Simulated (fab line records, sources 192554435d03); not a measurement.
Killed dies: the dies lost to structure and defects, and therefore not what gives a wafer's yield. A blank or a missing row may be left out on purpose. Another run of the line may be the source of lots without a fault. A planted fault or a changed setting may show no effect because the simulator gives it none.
Chamber matching || flow n5-finfet || 4 sister chambers for N5_BEOL_M2_ETCH_64 on rie-diel-03
The step etches SOC in N2/H2, target depth 75 nm, overetch 22.5 nm, time 121.9 s. 4 wafers are shown with their chamber, then 7 later ones without.

== WAFERS, EACH WITH ITS CHAMBER ==
{"wafer": "L086.4", "chamber": 2, "showerhead-plenum-p-Torr (Torr)": 2.39}
{"wafer": "L086.5", "chamber": 0, "showerhead-plenum-p-Torr (Torr)": 2.61}
{"wafer": "L089.3", "chamber": 1, "showerhead-plenum-p-Torr (Torr)": 2.60}
{"wafer": "L089.4", "chamber": 3, "showerhead-plenum-p-Torr (Torr)": 2.46}

== WAFERS WHOSE CHAMBER IS MISSING ==
{"wafer": "L089.6", "showerhead-plenum-p-Torr (Torr)": 2.60}
{"wafer": "L090.2", "showerhead-plenum-p-Torr (Torr)": 2.60}
{"wafer": "L090.4", "showerhead-plenum-p-Torr (Torr)": 2.60}
{"wafer": "L090.6", "showerhead-plenum-p-Torr (Torr)": 2.46}
{"wafer": "L091.1", "showerhead-plenum-p-Torr (Torr)": 2.60}
{"wafer": "L091.3", "showerhead-plenum-p-Torr (Torr)": 2.60}
{"wafer": "L091.6", "showerhead-plenum-p-Torr (Torr)": 2.70}

== WHICH CHAMBER EACH WENT THROUGH ==
{"wafer": "L089.6", "from the rows above": "can't be placed: 1 or 0", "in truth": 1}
{"wafer": "L090.2", "from the rows above": "can't be placed: 1 or 0", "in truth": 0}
{"wafer": "L090.4", "from the rows above": "can't be placed: 1 or 0", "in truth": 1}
{"wafer": "L090.6", "from the rows above": 3, "in truth": 3}
{"wafer": "L091.1", "from the rows above": "can't be placed: 1 or 0", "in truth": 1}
{"wafer": "L091.3", "from the rows above": "can't be placed: 1 or 0", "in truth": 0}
{"wafer": "L091.6", "from the rows above": "can't be placed: 0 or 1", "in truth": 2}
1 of 7 placed correctly. From these rows, 6 cannot be placed; in 5 the true chamber is one of the candidates. Wrongly placed: 0.
How it was worked out, from the rows above alone: a wafer's distance from a chamber is the root of the sum, over the readings, of the square of ((its reading less the chamber's mean) divided by the reading's scatter). The wafer belongs to the nearest chamber; if the next one is less than 2 further off, it can't be placed. The mean given for a chamber averages the wafers shown for that chamber. The scatter: with one shown wafer a chamber, the root of the mean of the squares of how far each hidden wafer lies from its nearest shown one.
